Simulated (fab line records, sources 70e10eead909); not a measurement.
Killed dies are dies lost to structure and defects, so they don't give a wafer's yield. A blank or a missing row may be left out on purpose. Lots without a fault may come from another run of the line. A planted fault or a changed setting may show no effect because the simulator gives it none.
Chamber matching | flow nand_harc | NHARC_A_STAIRCASE_TRIM_20 on rie_diel-09: 4 sister chambers
The step chemistry O2, time 211.2 s. 4 wafers are shown with their chamber, then 11 later ones without.

WAFERS WITH THEIR CHAMBER
wafer  | chamber | showerhead_plenum_p_Torr (Torr)
L087.2 | 1       | 3.78
L089.4 | 0       | 3.51
L089.5 | 3       | 3.81
L090.1 | 2       | 3.48

WAFERS WITHOUT THEIR CHAMBER
wafer  | showerhead_plenum_p_Torr (Torr)
L090.4 | 3.78
L090.5 | 3.51
L094.4 | 3.77
L094.5 | 3.77
L094.6 | 3.47
L095.2 | 3.79
L095.3 | 3.47
L095.6 | 3.76
L096.3 | 3.79
L096.4 | 3.76
L096.5 | 3.49

WHICH CHAMBER EACH WENT THROUGH
wafer  | from the rows above     | in truth
L090.4 | 1                       | 1
L090.5 | 0                       | 0
L094.4 | 1                       | 1
L094.5 | 1                       | 1
L094.6 | 2                       | 2
L095.2 | can't be placed: 1 or 3 | 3
L095.3 | 2                       | 2
L095.6 | 1                       | 1
L096.3 | can't be placed: 1 or 3 | 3
L096.4 | 1                       | 1
L096.5 | can't be placed: 2 or 0 | 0
Placed correctly: 8 of 11. Can't be placed from these rows: 3 (the true chamber is among the candidates in 3). Placed wrongly: 0.
How it was worked out, from the rows above alone: a wafer's distance from a chamber is the root of the sum, over the readings, of the square of ((its reading less the chamber's mean) divided by the reading's scatter). The wafer belongs to the nearest chamber; if the next one is less than 2 further off, it can't be placed. A chamber's mean is the mean of its shown wafers. The scatter: with one shown wafer a chamber, the root of the mean of the squares of how far each hidden wafer lies from its nearest shown one.
